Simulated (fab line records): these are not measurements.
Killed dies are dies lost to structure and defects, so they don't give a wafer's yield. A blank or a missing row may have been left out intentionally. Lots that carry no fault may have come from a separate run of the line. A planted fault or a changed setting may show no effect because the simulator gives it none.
Chamber matching :: flow nand-harc :: cmp-02 running NHARC_P_M0_CMP_23: 4 sister chambers
The step polishes, t overpolish 20 s, target thk 117.54 nm. 8 wafers are shown with their chamber, then 8 later ones without.

## WAFERS WITH THEIR CHAMBER
wafer: L079.6
chamber: 2
motor-current-A (A): 12.8
time-to-endpoint-s (s): 31

wafer: L082.4
chamber: 2
motor-current-A (A): 12.3
time-to-endpoint-s (s): 37

wafer: L082.6
chamber: 0
motor-current-A (A): 13.0
time-to-endpoint-s (s): 31

wafer: L083.2
chamber: 1
motor-current-A (A): 11.8
time-to-endpoint-s (s): 28

wafer: L083.5
chamber: 0
motor-current-A (A): 13.3
time-to-endpoint-s (s): 30

wafer: L086.2
chamber: 1
motor-current-A (A): 12.4
time-to-endpoint-s (s): 30

wafer: L086.6
chamber: 3
motor-current-A (A): 10.6
time-to-endpoint-s (s): 27

wafer: L088.3
chamber: 3
motor-current-A (A): 10.0
time-to-endpoint-s (s): 24

## WAFERS MISSING THEIR CHAMBER
wafer: L088.5
motor-current-A (A): 9.8
time-to-endpoint-s (s): 25

wafer: L088.6
motor-current-A (A): 11.7
time-to-endpoint-s (s): 30

wafer: L091.2
motor-current-A (A): 11.9
time-to-endpoint-s (s): 30

wafer: L091.3
motor-current-A (A): 10.6
time-to-endpoint-s (s): 25

wafer: L091.6
motor-current-A (A): 12.6
time-to-endpoint-s (s): 35

wafer: L094.1
motor-current-A (A): 12.9
time-to-endpoint-s (s): 33

wafer: L094.4
motor-current-A (A): 12.8
time-to-endpoint-s (s): 31

wafer: L094.5
motor-current-A (A): 13.5
time-to-endpoint-s (s): 31

## WHICH CHAMBER EACH WENT THROUGH
wafer: L088.5
from the rows above: 3
in truth: 3

wafer: L088.6
from the rows above: can't be placed: 1 or 2
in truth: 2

wafer: L091.2
from the rows above: can't be placed: 1 or 2
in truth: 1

wafer: L091.3
from the rows above: 3
in truth: 3

wafer: L091.6
from the rows above: can't be placed: 2 or 0
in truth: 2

wafer: L094.1
from the rows above: can't be placed: 2 or 0 or 1
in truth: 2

wafer: L094.4
from the rows above: can't be placed: 0 or 2 or 1
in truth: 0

wafer: L094.5
from the rows above: can't be placed: 0 or 2
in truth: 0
Placed correctly: 2 of 8. Unplaceable from these rows: 6, with the true chamber sitting among the candidates in 6. 0 placed wrongly.
How it was worked out, from the rows above alone: a wafer's distance from a chamber is the root of the sum, over the readings, of the square of ((its reading less the chamber's mean) divided by the reading's scatter). The wafer belongs to the nearest chamber; if the next one is less than 2 further off, it can't be placed. The mean given for a chamber averages the wafers shown for that chamber. The scatter: take each reading less its chamber's mean, square it, sum over the shown wafers, divide by the number of wafers less the number of chambers, and take the root.
